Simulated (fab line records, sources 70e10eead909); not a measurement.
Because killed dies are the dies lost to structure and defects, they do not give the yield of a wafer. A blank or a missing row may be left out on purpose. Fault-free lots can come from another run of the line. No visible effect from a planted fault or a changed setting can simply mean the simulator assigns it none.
fab line records	flow nandHarc
[record] lots = 6	wafers = 18	lastDay = 33
route steps=1302 shown A_M1@1189 A_BONDPAD@1202
lots with no fault: from the same line, run without faults
startH: start of the lot's first displayed wafer, in hours after the record's first day	waitH: how many hours have passed since the lot's step before this one	" as in the row above	L1.1+2: one row covering several wafers at once	- no value present, or no start provided	* or withheld: withheld	< > ~ a bound
route shown NAME@n: names a module that has steps shown in the file, with the first one's number in the route	usual: average and standard deviation across the fault-free wafers	same: alike in all rows	chamber/n: place in a boat	sites: the reading at each site	_std_site: standard deviation of those values	_edge_site: the outer-site mean with the inner-site mean subtracted	radiusMm: for every site, how far away it sits from the centre of the wafer	mask NAME#n: copy n	behind: the tool/chamber that last shaped the wafer	hold: what put the lot on hold/how long, in hours/how the hold closed	device: the n, p or np transistor that did not switch	end of line: tests run on the same wafers once the route is complete	a step without rows: its recipe alone	killed: dies lost to structure and defects at the first sort, not the wafer's yield	map: shows each die of a wafer: x if killed, . if not, _ if none is there
set.NAME: the setting as run; set.NAME@STEP: as run at that earlier step	model.NAME: the simulator's own value behind a step, which no gauge read
certain route steps with their lots: each step a table, each wafer a row
services: from which hour (startH, from the record's first day; less than 0 if before it) a tool's chamber was out of use, for how many hours, and why
[[steps]]
[step NHARC_A_M1_DEGAS_29]
[recipe] tempC = 250	timeS = 60
[step NHARC_A_M1_PRE_CLEAN_30]
[recipe] timeS = 30	tempC = 280	gas = H2/He
[usual] heaterPowerW = 407/36	susceptorTempC = 279.99/0.19
lot.wafer	tool	chamber	startH	waitH	heaterPowerW	susceptorTempC
L459.3	pvdSputter-02	-	-	-	381	280.19
L459.4	"	-	"	"	386	280.17
L459.1	"	-	"	"	344	279.81
L462.4	pvdSputter-01	-	-	-	376	280.23
L462.2	"	-	"	"	409	279.77
L462.6	"	-	"	"	438	280.15
L471.3	pvdSputter-02	-	-	-	378	280.07
L471.4	"	-	"	"	411	280.14
L471.5	"	-	"	"	337	279.82
L474.2	pvdSputter-01	-	-	-	431	279.92
L474.4	"	-	"	"	416	279.77
L474.6	"	-	"	"	418	279.92
L481.1	pvdSputter-01	-	-	-	422	279.90
L481.4	"	-	"	"	427	279.96
L481.5	"	-	"	"	419	280.23
L480.4	pvdSputter-03	-	-	-	415	279.96
L480.3	"	-	"	"	424	279.76
L480.5	"	-	"	"	378	279.92
[step NHARC_A_M1_PVD_20]
[recipe] targetThkA = 50	biasV = 168.6	powerW = 15000	chamberPressurePa = 0.12	timeS = 8.06	substrateTempC = 50	material = TaN
[step NHARC_A_M1_PVD_21]
[recipe] targetThkA = 300	chamberPressurePa = 5	powerW = 5000	substrateTempC = 30	timeS = 20.49	material = Cu
[usual] throttleValvePct = 30.0/0.83
lot.wafer	tool	chamber	startH	waitH	throttleValvePct
L459.1	pvdSputter-02	-	-	-	31.1
L459.3	"	-	"	"	28.4
L459.4	"	-	"	"	31.6
L462.2	pvdSputter-01	-	-	-	30.4
L462.4	"	-	"	"	30.2
L462.6	"	-	"	"	30.3
L471.3	pvdSputter-02	-	-	-	31.9
L471.4	"	-	"	"	29.6
L471.5	"	-	"	"	31.8
L474.2	pvdSputter-01	-	-	-	29.0
L474.4	"	-	"	"	29.9
L474.6	"	-	"	"	29.4
L481.4	pvdSputter-01	-	-	-	29.5
L481.1	"	-	"	"	29.1
L481.5	"	-	"	"	30.2
L480.4	pvdSputter-03	-	-	-	30.6
L480.3	"	-	"	"	29.5
L480.5	"	-	"	"	30.7
[step NHARC_A_M1_ECD_22]
[recipe] targetThkA = 4000	bathTempC = 25	material = Cu
[step NHARC_A_M1_ANNEAL_31]
[recipe] tempC = 225	timeS = 90
[usual] wafer_temp_C_max = 226.1/0.3
lot.wafer	tool	chamber	startH	waitH	wafer_temp_C_max
L459.1	rtpAnneal-02	0	534.35	-	225.7
L459.3	"	0	"	"	226.3
L459.4	"	0	"	"	226.1
L462.2	rtpAnneal-02	0	560.13	-	225.7
L462.4	"	0	"	"	225.5
L462.6	"	0	"	"	225.8
L471.3	rtpAnneal-01	0	672.27	0.3	226.4
L471.4	"	0	"	"	226.1
L471.5	"	0	"	"	226.6
L474.2	rtpAnneal-01	0	675.52	0.4	226.1
L474.4	"	0	"	"	226.6
L474.6	"	0	"	"	226.2
L481.1	rtpAnneal-01	0	745.27	-	225.9
L481.4	"	0	"	"	225.8
L481.5	"	0	"	"	225.9
L480.3	rtpAnneal-01	0	746.71	-	226.2
L480.4	"	0	"	"	226.7
L480.5	"	0	"	"	226.1
[step NHARC_A_M1_CMP_23]
[recipe] tOverpolishS = 20	targetThkNm = 154.34
[usual] motorCurrentA = 12.1/1.1	timeToEndpointS = 29.0/2.9
lot.wafer	tool	chamber	startH	waitH	motorCurrentA	timeToEndpointS
L459.3	cmp-02	3	534.73	-	14.0	24.2
L459.4	"	0	"	"	11.8	31.8
L459.1	"	1	"	"	11.3	28.1
L462.4	cmp-02	3	560.45	-	14.0	27.0
L462.2	"	0	"	"	11.4	34.0
L462.6	"	2	"	"	10.8	28.5
L471.4	cmp-03	3	672.51	-	12.8	31.7
L471.3	"	0	"	"	12.1	26.9
L471.5	"	3	"	"	12.3	30.7
L474.2	cmp-04	0	675.81	-	12.0	27.5
L474.4	"	3	"	"	15.6	27.0
L474.6	"	0	"	"	12.5	27.9
L481.4	cmp-02	0	745.62	-	11.5	31.4
L481.1	"	2	"	"	11.2	23.3
L481.5	"	1	"	"	10.7	25.5
L480.3	cmp-03	0	746.98	-	12.0	23.8
L480.4	"	1	"	"	11.1	30.1
L480.5	"	0	"	"	12.0	28.1
[step NHARC_A_M1_THK_MEAS_24]
[recipe] thkMeasGauge = xrf
[usual] thkNm = 154.6/1.6
lot.wafer	tool	chamber	startH	waitH	thkNm
L459.1	filmMetro-02	-	535.01	-	153.7
L459.3	"	-	"	"	154.3
L459.4	"	-	"	"	157.4
L462.2	filmMetro-02	-	560.73	-	156.9
L462.4	"	-	"	"	153.7
L462.6	"	-	"	"	153.2
L471.3	filmMetro-02	-	672.83	-	152.8
L471.4	"	-	"	"	155.4
L471.5	"	-	"	"	155.8
L474.2	filmMetro-01	-	676.13	-	155.6
L474.4	"	-	"	"	154.8
L474.6	"	-	"	"	152.2
L481.1	filmMetro-02	-	745.93	-	153.0
L481.4	"	-	"	"	155.9
L481.5	"	-	"	"	151.1
L480.3	filmMetro-01	-	747.27	-	152.1
L480.4	"	-	"	"	155.3
L480.5	"	-	"	"	154.2
[step NHARC_A_M1_SRD_25]
[step NHARC_A_M1_INSPECT_27]
[usual] rawDefectCount = 520/110
lot.wafer	tool	chamber	startH	waitH	rawDefectCount
L459.1	defectInspect-01	-	535.17	0.0	497
L459.3	"	-	"	"	453
L459.4	"	-	"	"	553
L462.2	defectInspect-01	-	560.89	0.0	521
L462.4	"	-	"	"	534
L462.6	"	-	"	"	457
L471.3	defectInspect-01	-	672.98	0.0	701
L471.4	"	-	"	"	635
L471.5	"	-	"	"	478
L474.2	defectInspect-01	-	676.28	0.0	359
L474.4	"	-	"	"	459
L474.6	"	-	"	"	604
L481.1	defectInspect-02	-	746.10	0.0	876
L481.4	"	-	"	"	546
L481.5	"	-	"	"	603
L480.3	defectInspect-02	-	747.42	0.0	456
L480.4	"	-	"	"	397
L480.5	"	-	"	"	438
[step NHARC_A_M1_PRE_CLEAN_32]
[recipe] timeS = 12	tempC = 370	rfPowerW = 300	gas = NH3
[step NHARC_A_M1_DEP_33]
[recipe] targetThkA = 300	tempC = 370	targetThkNm = 30	pressureTorr = 3	flowSccm = 200	rfW = 450	material = SiCN
[usual] chamberPressureTorr = 3.000/0.0068	heaterPowerW = 578/99	rfFwdPowerW = 449.1/1.4	susceptorTempC = 369.98/0.2
lot.wafer	tool	chamber	startH	waitH	chamberPressureTorr	heaterPowerW	rfFwdPowerW	susceptorTempC
L459.3	pecvd-02	1	535.31	0.1	2.999	770	448.5	369.91
L459.1	"	2	"	"	3.004	364	447.1	369.86
L459.4	"	2	"	"	2.995	376	447.4	369.96
L462.2	pecvd-04	1	561.04	0.1	2.997	543	447.7	370.01
L462.6	"	2	"	"	2.996	596	449.2	369.73
L462.4	"	0	"	"	3.018	612	450.7	369.80
L471.3	pecvd-04	2	673.22	0.1	2.994	535	378.4	369.86
L471.4	"	0	"	"	3.006	530	378.3	369.96
L471.5	"	2	"	"	3.000	540	377.8	369.97
L474.2	pecvd-04	0	676.43	0.1	3.017	555	377.7	369.71
L474.4	"	1	"	"	3.006	502	378.5	369.76
L474.6	"	2	"	"	2.994	583	378.3	369.88
L481.1	pecvd-04	1	746.33	0.1	3.002	580	448.8	369.99
L481.4	"	0	"	"	3.011	586	450.0	370.20
L481.5	"	1	"	"	2.993	452	450.2	370.19
L480.3	pecvd-03	0	747.61	0.1	3.011	605	449.9	369.90
L480.4	"	2	"	"	3.007	629	449.9	370.11
L480.5	"	1	"	"	2.997	526	450.3	370.32
[step NHARC_A_BONDPAD_DEP_00]
[recipe] targetThkA = 2500	tempC = 370	targetThkNm = 250	pressureTorr = 3	flowSccm = 200	rfW = 450	material = SiCN
[usual] chamberPressureTorr = 2.999/0.0074	heaterPowerW = 616/120	rfFwdPowerW = 449.2/1.3	susceptorTempC = 370.01/0.22
lot.wafer	tool	chamber	startH	waitH	chamberPressureTorr	heaterPowerW	rfFwdPowerW	susceptorTempC
L459.1	pecvd-03	1	535.91	-	2.989	532	449.4	369.67
L459.3	"	2	"	"	2.987	720	448.6	370.73
L459.4	"	1	"	"	2.991	553	446.5	369.94
L462.2	pecvd-02	2	561.63	-	2.993	434	449.3	369.92
L462.6	"	2	"	"	3.003	446	449.1	369.73
L462.4	"	0	"	"	3.003	563	449.7	369.96
L471.3	pecvd-02	0	673.73	-	3.018	473	446.9	369.80
L471.5	"	2	"	"	3.007	402	448.1	370.26
L471.4	"	0	"	"	3.008	482	449.3	369.70
L474.2	pecvd-03	2	677.03	-	2.997	701	450.3	370.12
L474.4	"	1	"	"	3.006	542	448.4	369.91
L474.6	"	2	"	"	2.988	703	451.2	370.25
L481.1	pecvd-02	0	746.84	-	3.003	569	450.0	369.63
L481.5	"	0	"	"	3.010	472	448.4	369.75
L481.4	"	1	"	"	3.003	786	450.8	370.06
L480.3	pecvd-01	2	748.15	-	2.992	665	449.1	369.93
L480.5	"	0	"	"	2.998	818	449.1	370.07
L480.4	"	1	"	"	3.001	576	448.6	369.82
[[services]]
tool	chamber	startH	hours	kind
pvdSputter-03	-	526.04	10.0	pm
cmp-02	-	526.68	4.0	pm
pecvd-03	-	547.00	13.0	pm
cmp-03	-	554.29	4.0	pm
cmp-02	-	554.56	1.2	repair
cmp-03	-	568.83	0.8	repair
pvdSputter-01	-	571.49	10.4	repair
pvdSputter-01	-	582.92	10.0	pm
pecvd-02	-	589.05	13.0	pm
cmp-02	-	624.68	4.0	pm
pecvd-02	-	631.61	0.8	repair
pecvd-04	-	631.63	13.0	pm
pvdSputter-03	-	637.47	4.3	repair
pvdSputter-02	-	638.96	10.0	pm
pecvd-02	0	646.26	17.9	repair
cmp-03	-	652.31	4.0	pm
cmp-03	-	660.75	0.5	repair
pecvd-03	-	672.66	1.4	repair
cmp-02	-	680.67	1.8	repair
pvdSputter-02	-	683.60	11.2	repair
pvdSputter-01	-	710.34	7.1	repair
cmp-02	-	722.68	4.0	pm
pvdSputter-02	-	727.74	30.5	repair
pecvd-03	-	728.00	13.0	pm
[[key]]
[firstSign] step = NHARC_A_M1_DEP_33	reading = rfFwdPowerW	direction = down	sigmas = 50	usual = *	struck = *
effect none on later readings
metAt NHARC_A_M1_DEP_33
struckWafers L471.3,L471.4,L471.5,L474.2,L474.4,L474.6
onsetBetween 561.04 673.22
[fault] kind = processParameterDrift	tool = pecvd-04	chamber = -	onsetH = 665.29	steps = NHARC_A_M1_DEP_33	channel = rfW	offset = *	shape = step	endH = 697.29	actsIn = *	stated = *
